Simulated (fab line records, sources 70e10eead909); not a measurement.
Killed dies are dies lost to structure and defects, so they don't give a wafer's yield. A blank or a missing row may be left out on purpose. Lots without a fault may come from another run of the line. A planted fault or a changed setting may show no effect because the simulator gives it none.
fab line records | flow nand_harc
record lots=6 wafers=18 last_day=26
route steps=1159 shown P_STI@77 END@1159
lots that met no fault: from a run of the same line without faults
start_h: hours from the record's first day to the start of the lot's first wafer shown | wait_h: hours since the lot's step before | " the same as in the row above | L1.1+2: a row that stands for several wafers | - no value, or no start given | * or withheld: withheld | < > ~ a bound
route shown NAME@n: a module of which the file shows steps, and the number in the route of the first | usual: mean/standard deviation of fault-free wafers | same: alike in all rows | chamber/n: place in a boat | sites: the reading at each site | _std_site: their standard deviation | _edge_site: outer sites' mean less inner sites' | radius_mm: how far each site lies from the wafer's centre | mask NAME#n: copy n | behind: the tool/chamber that last shaped the wafer | hold: why the lot was held/for how many hours/how that ended | device: the transistor (n, p or np) that didn't switch | end of line: the same wafers' tests at the end of the route | a step without rows: its recipe alone | killed: dies lost to structure and defects at the first sort, not the wafer's yield | map: a wafer's dies, x killed, . not, _ none there
set.NAME: the setting as run; set.NAME@STEP: as run at that earlier step | model.NAME: the simulator's own value behind a step, which no gauge read
lots at some steps of the route; a table a step, a row a wafer
services: from which hour (start_h, from the record's first day; less than 0 if before it) a tool's chamber was out of use, for how many hours, and why
## steps
# step NHARC_P_STI_COAT_03
# recipe spin_rpm=2000 resist_thk_nm=600
# step NHARC_P_STI_SOFTBAKE_04
# recipe temp_c=125 time_s=70
# step NHARC_P_STI_EBR_05
# step NHARC_P_STI_EXPOSE_06
# recipe na=0.55 target_cd_nm=200 dose_mj=37.69 mask_id=P_STI
# step NHARC_P_STI_PEB_07
# recipe peb_temp_c=128 peb_time_s=80
# step NHARC_P_STI_DEVELOP_08
# recipe time_s=50 dev_temp_c=22
# step NHARC_P_STI_CD_MEAS_09
# recipe target_cd_nm=200 landing_energy_ev=500
# usual cd_nm=200.3/2.6
# columns lot.wafer tool chamber start_h wait_h cd_nm
L494.3 cd_sem-03 0 49.52 - 198.2
L494.4 " 0 " " 197.9
L494.6 " 0 " " 202.6
L497.1 cd_sem-03 0 71.26 - 197.7
L497.4 " 0 " " 196.3
L497.6 " 0 " " 201.9
L499.1 cd_sem-01 0 82.20 - 202.3
L499.2 " 0 " " 200.1
L499.4 " 0 " " 203.8
L498.1 cd_sem-01 0 82.37 - 201.0
L498.2 " 0 " " 200.3
L498.3 " 0 " " 203.2
L508.1 cd_sem-03 0 137.33 - 196.6
L508.4 " 0 " " 196.2
L508.5 " 0 " " 198.4
L514.1 cd_sem-02 0 176.45 - 197.7
L514.3 " 0 " " 201.0
L514.5 " 0 " " 197.7
# step NHARC_P_STI_OVL_MEAS_10
# usual overlay_x_nm=-1/5.4 overlay_y_nm=0/6.1
# columns lot.wafer tool chamber start_h wait_h overlay_x_nm overlay_y_nm
L494.3 overlay-02 - 49.60 - -9 10
L494.4 " - " " -8 9
L494.6 " - " " -9 9
L497.1 overlay-02 - 71.35 - -4 2
L497.4 " - " " -4 1
L497.6 " - " " -4 1
L499.1 overlay-01 - 82.29 - 9 -8
L499.2 " - " " 10 -8
L499.4 " - " " 10 -8
L498.1 overlay-02 - 82.46 - -9 -3
L498.2 " - " " -10 -3
L498.3 " - " " -9 -3
L508.1 overlay-02 - 137.42 - -1 1
L508.4 " - " " 0 1
L508.5 " - " " 0 1
L514.1 overlay-02 - 176.54 - -8 12
L514.3 " - " " -8 12
L514.5 " - " " -8 12
# step NHARC_P_STI_INSPECT_11
# usual raw_defect_count=5.3/2.3
# columns lot.wafer tool chamber start_h wait_h raw_defect_count
L494.3 defect_inspect-01 - 49.64 0.0 7
L494.4 " - " " 6
L494.6 " - " " 8
L497.1 defect_inspect-01 - 71.39 0.0 5
L497.4 " - " " 5
L497.6 " - " " 3
L499.1 defect_inspect-02 - 82.34 0.1 3
L499.2 " - " " 6
L499.4 " - " " 10
L498.1 defect_inspect-02 - 82.49 0.0 1
L498.2 " - " " 4
L498.3 " - " " 6
L508.1 defect_inspect-01 - 137.46 0.0 7
L508.4 " - " " 4
L508.5 " - " " 8
L514.1 defect_inspect-02 - 176.57 0.0 1
L514.3 " - " " 6
L514.5 " - " " 4
# step NHARC_P_STI_HARDBAKE_13
# recipe temp_c=118 time_s=65
# step NHARC_P_STI_DESCUM_14
# recipe time_s=3 o2_flow_sccm=200 ar_flow_sccm=0 bias_power_w=0 chemistry=O2
# usual drypump_motor_current_A=5.7/0.39 oes_product_au=1.001/0.0084 rf_vpp_V=57.8/0.9 showerhead_plenum_p_Torr=1.92/0.087 throttle_valve_pct=11.312/0.0087
# columns lot.wafer tool chamber start_h wait_h drypump_motor_current_A oes_product_au rf_hours_counter_h rf_vpp_V showerhead_plenum_p_Torr throttle_valve_pct
L494.3 rie_diel-08 2 49.77 - 5.3 0.991 2.1 58.4 1.97 11.320
L494.4 " 0 " " 5.8 1.004 1.8 58.5 2.03 11.311
L494.6 " 2 " " 5.3 0.997 - 58.5 1.97 11.327
L497.4 rie_diel-08 1 71.53 - 5.5 0.998 2.8 59.2 2.06 11.302
L497.1 " 2 " " 5.2 1.005 2.7 57.0 1.97 11.320
L497.6 " 1 " " 5.5 1.002 - 58.1 2.06 11.317
L499.2 rie_diel-08 1 82.47 - 5.5 0.989 3.0 59.2 2.06 11.316
L499.4 " 2 " " 5.3 0.998 2.9 58.8 1.97 11.312
L499.1 " 3 " " 5.6 0.978 2.7 56.6 1.80 11.307
L498.3 rie_diel-03 3 82.63 - 5.9 0.997 1.3 57.2 1.96 11.319
L498.1 " 1 " " 5.7 1.000 1.4 56.2 1.89 11.306
L498.2 " 2 " " 5.3 1.007 1.2 58.2 1.86 11.300
L508.1 rie_diel-08 3 137.60 - 5.6 0.999 0.1 57.1 1.80 11.329
L508.4 " 0 " " 5.8 1.003 0.1 58.7 2.03 11.318
L508.5 " 3 " " 5.6 1.013 - 56.8 1.80 11.308
L514.1 rie_diel-04 3 176.72 - 5.1 0.987 3.5 58.3 1.91 11.312
L514.3 " 0 " " 6.0 0.996 2.8 59.1 1.88 11.319
L514.5 " 2 " " 5.8 0.989 - 56.5 1.82 11.307
# step NHARC_P_STI_ETCH_42
# recipe target_depth_a=800 overetch_a=240 time_s=61 ion_energy_ev=200 n2_flow_sccm=150 h2_flow_sccm=150 ar_flow_sccm=0 rf_w=400 bias_w=150 chemistry=N2/H2
# usual bias_w=150.0/0.46 chamber_pressure_mTorr=29.999/0.028 drypump_motor_current_A=5.7/0.38 oes_product_au=1.001/0.0088 rf_vpp_V=430.6/2.8 showerhead_plenum_p_Torr=2.05/0.094 throttle_valve_pct=14.172/0.0092
# columns lot.wafer tool chamber start_h wait_h bias_w chamber_pressure_mTorr drypump_motor_current_A oes_product_au rf_hours_counter_h rf_vpp_V showerhead_plenum_p_Torr throttle_valve_pct
L494.4 rie_diel-08 2 49.87 0.1 149.8 30.022 5.3 1.010 2.1 433.4 2.10 14.170
L494.3 " 3 " " 150.0 29.946 5.6 0.991 2.0 426.1 1.91 14.174
L494.6 " 0 " " 149.8 29.964 5.9 1.001 - 433.9 2.17 14.180
L497.1 rie_diel-08 0 71.61 0.1 150.5 29.969 5.8 0.989 2.3 432.9 2.17 14.166
L497.4 " 2 " " 149.9 29.938 5.3 1.008 2.7 433.3 2.10 14.168
L497.6 " 0 " " 150.5 29.998 5.8 0.994 - 433.3 2.17 14.163
L499.1 rie_diel-08 1 82.56 0.1 150.1 29.955 5.5 0.998 3.0 434.0 2.20 14.165
L499.4 " 2 " " 150.2 29.966 5.2 1.001 2.9 432.8 2.10 14.150
L499.2 " 0 " " 149.5 29.996 5.9 0.990 2.5 434.1 2.17 14.174
L498.1 rie_diel-03 1 82.73 0.1 150.9 29.991 5.7 1.004 1.4 430.8 2.02 14.191
L498.3 " 2 " " 150.8 29.961 5.3 1.016 1.2 429.6 1.98 14.182
L498.2 " 3 " " 149.5 30.017 5.9 1.006 1.3 431.5 2.09 14.186
L508.1 rie_diel-08 2 137.68 0.1 150.3 30.025 5.3 0.993 0.1 431.5 2.10 14.179
L508.4 " 3 " " 150.3 30.025 5.6 1.006 0.1 427.4 1.91 14.170
L508.5 " 2 " " 150.7 29.964 5.3 1.004 - 431.8 2.10 14.170
L514.3 rie_diel-04 3 176.80 0.1 150.3 30.015 5.1 0.999 3.5 429.9 2.04 14.181
L514.1 " 0 " " 149.4 29.970 6.0 1.008 2.8 429.7 2.00 14.183
L514.5 " 3 " " 150.2 30.053 5.1 0.993 - 429.5 2.04 14.190
# step NHARC_P_STI_ETCH_31
# recipe target_depth_a=1089 time_s=54.5 cf4_flow_sccm=100 chf3_flow_sccm=30 ar_flow_sccm=0 rf_w=500 bias_w=200 chemistry=CF4/CHF3
# usual bias_w=200.1/0.57 cf4_flow_sccm=99.97/0.28 drypump_motor_current_A=5.7/0.39 oes_product_au=0.960/0.02 rf_vpp_V=370.6/2.5 showerhead_plenum_p_Torr=1.57/0.068 throttle_valve_pct=16.802/0.0092
# columns lot.wafer tool chamber start_h wait_h bias_w cf4_flow_sccm drypump_motor_current_A oes_product_au rf_hours_counter_h rf_vpp_V showerhead_plenum_p_Torr throttle_valve_pct
L494.4 rie_diel-08 2 49.94 - 199.3 100.10 5.2 0.968 2.1 372.2 1.62 16.798
L494.3 " 0 " " 200.0 100.00 5.9 0.982 1.8 373.4 1.67 16.813
L494.6 " 1 " " 200.5 99.92 5.5 0.979 - 375.0 1.68 16.799
L497.1 rie_diel-08 3 71.70 - 199.7 100.05 5.6 0.971 2.5 366.7 1.48 16.784
L497.4 " 0 " " 199.0 99.83 5.8 0.969 2.3 374.8 1.67 16.804
L497.6 " 2 " " 199.6 99.93 5.3 0.983 - 371.2 1.62 16.804
L499.4 rie_diel-08 2 82.64 - - - - - - - - -
L499.2 " 3 " " - - - - - - - -
L499.1 " 1 " " - - - - - - - -
L498.1 rie_diel-03 1 82.83 - - - - - - - - -
L498.2 " 2 " " - - - - - - - -
L498.3 " 3 " " - - - - - - - -
L508.1 rie_diel-08 3 137.76 - 200.6 99.69 5.6 0.972 0.1 369.0 1.48 16.801
L508.4 " 1 " " 200.2 100.23 5.5 0.965 0.1 374.5 1.68 16.802
L508.5 " 3 " " 200.1 99.86 5.6 0.973 - 368.2 1.48 16.822
L514.1 rie_diel-04 2 176.88 - 199.1 100.39 5.8 0.962 3.3 368.2 1.50 16.805
L514.3 " 3 " " 200.6 99.91 5.1 0.948 3.5 371.1 1.57 16.805
L514.5 " 1 " " 199.7 100.44 6.6 0.989 - 368.2 1.48 16.796
# step NHARC_P_STI_ETCH_15
# recipe target_depth_a=3000 taper_deg=4 time_s=100.1 hbr_flow_sccm=150 cl2_flow_sccm=50 rf_w=400 icp_w=400 bias_w=100 chemistry=HBr/Cl2
# usual bias_w=100.0/0.3 chamber_pressure_mTorr=15.000/0.016 drypump_motor_current_A=5.7/0.47 oes_product_au=1.000/0.012 throttle_valve_pct=26.406/0.0088
# columns lot.wafer tool chamber start_h wait_h bias_w chamber_pressure_mTorr drypump_motor_current_A oes_product_au rf_hours_counter_h throttle_valve_pct
L494.4 rie_si-01 1 50.06 - 99.6 14.974 5.5 1.003 0.6 26.423
L494.3 " 3 " " 100.0 14.976 6.4 0.995 0.6 26.397
L494.6 " 0 " " 100.0 14.990 5.9 0.995 - 26.390
L497.1 rie_si-04 1 71.80 - 100.1 15.015 5.1 1.023 0.9 26.403
L497.4 " 2 " " 99.8 14.978 6.0 1.016 - 26.426
L497.6 " 3 " " 99.5 15.011 5.0 0.986 - 26.410
L499.2 rie_si-04 2 82.77 - 99.8 14.987 6.0 0.994 1.3 26.399
L499.1 " 3 " " 100.1 14.993 5.0 0.970 1.3 26.408
L499.4 " 1 " " 99.9 14.982 5.1 1.009 - 26.409
L498.1 rie_si-01 3 82.96 - 100.0 14.976 6.4 0.995 0.9 26.406
L498.3 " 0 " " 100.1 14.988 5.9 1.004 1.0 26.392
L498.2 " 1 " " 99.7 15.014 5.6 1.009 0.8 26.412
L508.1 rie_si-06 3 137.87 - 99.8 14.994 5.1 1.002 0.9 26.409
L508.4 " 2 " " 100.0 15.001 6.1 1.001 0.8 26.396
L508.5 " 0 " " 99.6 15.001 6.4 1.003 - 26.393
L514.3 rie_si-06 0 176.98 - 100.3 15.003 6.4 1.010 1.0 26.395
L514.1 " 2 " " 99.5 15.024 6.1 1.005 1.0 26.401
L514.5 " 1 " " 99.9 14.998 6.0 0.996 - 26.409
# step NHARC_END_SORT_01
# recipe temp_c=25
# usual killed_at_array=27/11 killed_at_other=0.6/1 killed_at_periphery=3.0/2.1 killed_dies=31/12 killed_open=3.2/1.7 killed_short=1.7/1.4
# same gross_dies=677
# columns lot.wafer tool chamber start_h wait_h killed_at_array killed_at_other killed_at_periphery killed_dies killed_open killed_short
L498.1 prober-01 0 490.05 2.5 19 0 658 677 0 1
L498.2 prober-01 0 490.86 2.8 26 0 651 677 3 2
L498.3 prober-01 0 491.68 3.1 17 0 660 677 4 0
L499.1 prober-02 0 504.62 2.5 23 0 654 677 1 1
L499.2 prober-02 0 505.40 2.8 20 0 657 677 2 1
L499.4 prober-02 0 506.97 3.3 31 0 646 677 4 5
# killed by level:class
L498.1 P_STI:area_etch=657 A_CHANNEL_HOLE_D1:chamber_film_flake=12 A_STAIRCASE:chamber_film_flake=2 A_CONTACT:chamber_film_flake=2 A_CHANNEL_FILL_D1:geometric_particle:short=1 P_GATE:chamber_film_flake=1 A_CHANNEL_FILL_D1:chamber_film_flake=1 A_WL_FILL:chamber_film_flake=1
L498.2 P_STI:area_etch=648 A_CHANNEL_HOLE_D1:chamber_film_flake=11 A_WL_FILL:chamber_film_flake=7 A_STAIRCASE:chamber_film_flake=2 P_GATE:geometric_particle:short=1 P_CONTACT:geometric_particle:open=1 A_SGD_CUT:geometric_particle:short=1 A_WL_FILL:geometric_particle:open=1
L498.3 P_STI:area_etch=657 A_CHANNEL_HOLE_D1:chamber_film_flake=11 A_CONTACT:geometric_particle:open=2 P_CONTACT:geometric_particle:open=1 A_CHANNEL_FILL_D1:geometric_particle:open=1 P_STI:chamber_film_flake=1 P_GATE:chamber_film_flake=1 A_CHANNEL_FILL_D1:chamber_film_flake=1
L499.1 P_STI:area_etch=652 A_SLIT:chamber_film_flake=11 A_CHANNEL_HOLE_D1:chamber_film_flake=6 A_STAIRCASE:chamber_film_flake=4 P_ZERO_WELL:chamber_film_flake=2 A_ONON_D1:geometric_particle:short=1 A_CONTACT:geometric_particle:open=1
L499.2 P_STI:area_etch=655 A_SLIT:chamber_film_flake=9 A_STAIRCASE:chamber_film_flake=3 P_ZERO_WELL:chamber_film_flake=2 A_CHANNEL_FILL_D1:chamber_film_flake=2 A_ONON_D1:geometric_particle:open=1 A_CHANNEL_HOLE_D1:geometric_particle:open=1 A_WL_FILL:geometric_particle:short=1
L499.4 P_STI:area_etch=641 A_SLIT:chamber_film_flake=16 P_ZERO_WELL:chamber_film_flake=3 A_WL_FILL:geometric_particle:short=3 A_CHANNEL_HOLE_D1:chamber_film_flake=3 A_M0:geometric_particle:open=2 P_M0:geometric_particle:open=1 A_CHANNEL_FILL_D1:geometric_particle:short=1
# map L498.1 (x killed, . not)
____________x____________
_________xxxxxxx_________
_______xxxxxxxxxxx_______
______xxxxxxxxxxxxx______
_____xxxxxxxxxxxxxxx_____
____xxxxxxxxxxxxxxxxx____
____xxxxxxxxxxxxxxxxx____
___xxxxxxxxxxxxxxxxxxx___
___xxxxxxxxxxxxxxxxxxx___
__xxxxxxxxxxxxxxxxxxxxx__
__xxxxxxxxxxxxxxxxxxxxx__
_xxxxxxxxxxxxxxxxxxxxxxx_
_xxxxxxxxxxxxxxxxxxxxxxx_
_xxxxxxxxxxxxxxxxxxxxxxx_
_xxxxxxxxxxxxxxxxxxxxxxx_
_xxxxxxxxxxxxxxxxxxxxxxx_
xxxxxxxxxxxxxxxxxxxxxxxxx
xxxxxxxxxxxxxxxxxxxxxxxxx
xxxxxxxxxxxxxxxxxxxxxxxxx
xxxxxxxxxxxxxxxxxxxxxxxxx
xxxxxxxxxxxxxxxxxxxxxxxxx
_xxxxxxxxxxxxxxxxxxxxxxx_
_xxxxxxxxxxxxxxxxxxxxxxx_
_xxxxxxxxxxxxxxxxxxxxxxx_
_xxxxxxxxxxxxxxxxxxxxxxx_
_xxxxxxxxxxxxxxxxxxxxxxx_
__xxxxxxxxxxxxxxxxxxxxx__
__xxxxxxxxxxxxxxxxxxxxx__
___xxxxxxxxxxxxxxxxxxx___
___xxxxxxxxxxxxxxxxxxx___
____xxxxxxxxxxxxxxxxx____
____xxxxxxxxxxxxxxxxx____
_____xxxxxxxxxxxxxxx_____
______xxxxxxxxxxxxx______
_______xxxxxxxxxxx_______
_________xxxxxxx_________
____________x____________
# map L499.1 (x killed, . not)
____________x____________
_________xxxxxxx_________
_______xxxxxxxxxxx_______
______xxxxxxxxxxxxx______
_____xxxxxxxxxxxxxxx_____
____xxxxxxxxxxxxxxxxx____
____xxxxxxxxxxxxxxxxx____
___xxxxxxxxxxxxxxxxxxx___
___xxxxxxxxxxxxxxxxxxx___
__xxxxxxxxxxxxxxxxxxxxx__
__xxxxxxxxxxxxxxxxxxxxx__
_xxxxxxxxxxxxxxxxxxxxxxx_
_xxxxxxxxxxxxxxxxxxxxxxx_
_xxxxxxxxxxxxxxxxxxxxxxx_
_xxxxxxxxxxxxxxxxxxxxxxx_
_xxxxxxxxxxxxxxxxxxxxxxx_
xxxxxxxxxxxxxxxxxxxxxxxxx
xxxxxxxxxxxxxxxxxxxxxxxxx
xxxxxxxxxxxxxxxxxxxxxxxxx
xxxxxxxxxxxxxxxxxxxxxxxxx
xxxxxxxxxxxxxxxxxxxxxxxxx
_xxxxxxxxxxxxxxxxxxxxxxx_
_xxxxxxxxxxxxxxxxxxxxxxx_
_xxxxxxxxxxxxxxxxxxxxxxx_
_xxxxxxxxxxxxxxxxxxxxxxx_
_xxxxxxxxxxxxxxxxxxxxxxx_
__xxxxxxxxxxxxxxxxxxxxx__
__xxxxxxxxxxxxxxxxxxxxx__
___xxxxxxxxxxxxxxxxxxx___
___xxxxxxxxxxxxxxxxxxx___
____xxxxxxxxxxxxxxxxx____
____xxxxxxxxxxxxxxxxx____
_____xxxxxxxxxxxxxxx_____
______xxxxxxxxxxxxx______
_______xxxxxxxxxxx_______
_________xxxxxxx_________
____________x____________
## services
# columns tool chamber start_h hours kind
rie_diel-08 0 30.30 - clean
rie_si-04 0 35.75 125.9 repair
rie_diel-03 - 38.30 9.0 pm
rie_si-01 - 55.90 0.5 repair
rie_diel-04 - 57.89 2.5 repair
rie_si-04 - 61.39 0.1 repair
rie_si-01 - 74.00 0.3 repair
rie_diel-03 0 82.09 6.5 repair
rie_diel-03 1 84.58 7.1 repair
rie_si-04 - 99.00 9.0 pm
rie_diel-03 2 109.87 9.1 repair
rie_diel-04 - 112.05 9.0 pm
rie_diel-08 0 117.14 3.6 repair
rie_diel-03 - 118.73 1.1 repair
rie_diel-08 3 118.94 5.0 repair
rie_diel-08 - 124.80 9.0 pm
rie_si-01 - 127.00 9.0 pm
rie_si-06 - 139.96 0.6 repair
rie_diel-04 0 148.56 4.5 repair
rie_diel-08 3 156.69 13.9 repair
rie_si-01 - 157.52 2.4 repair
rie_si-04 - 159.15 1.9 repair
rie_diel-04 0 161.23 3.2 repair
rie_diel-04 3 172.35 1.7 repair
## key
first_sign step=NHARC_P_STI_ETCH_31 reading=tool_record direction=missing
effect step=NHARC_END_SORT_01 reading=killed_at_periphery direction=up sigmas=99+ usual=3.0 struck=654.3
more_kills_born_at NHARC_P_STI_ETCH_31@rie_diel-03=1962 NHARC_P_STI_ETCH_31@rie_diel-08=1948
met_at NHARC_P_STI_ETCH_31
struck_wafers L498.1,L498.2,L498.3,L499.1,L499.2,L499.4
later_rows_left_out L498.1,L498.2,L498.3,L499.1,L499.2,L499.4
tester_left_out L498,L499
onset_between 71.70 82.64
fault kind=skipped_step_whole tool=rie_diel-03,rie_diel-08 chamber=- onset_h=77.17 steps=NHARC_P_STI_ETCH_31 scope=struck_lots_only
# tester_left_out: of these lots the tester's yield and bins aren't shown, on N5 and GAA mostly nor the transistor test; their killed dies are dies lost to structure and defects alone, not to doping, threshold or leakage, so they don't give the yield
# later_rows_left_out: the simulator's readings of these wafers behind a module that went badly wrong aren't trusted and aren't shown, but for the sort
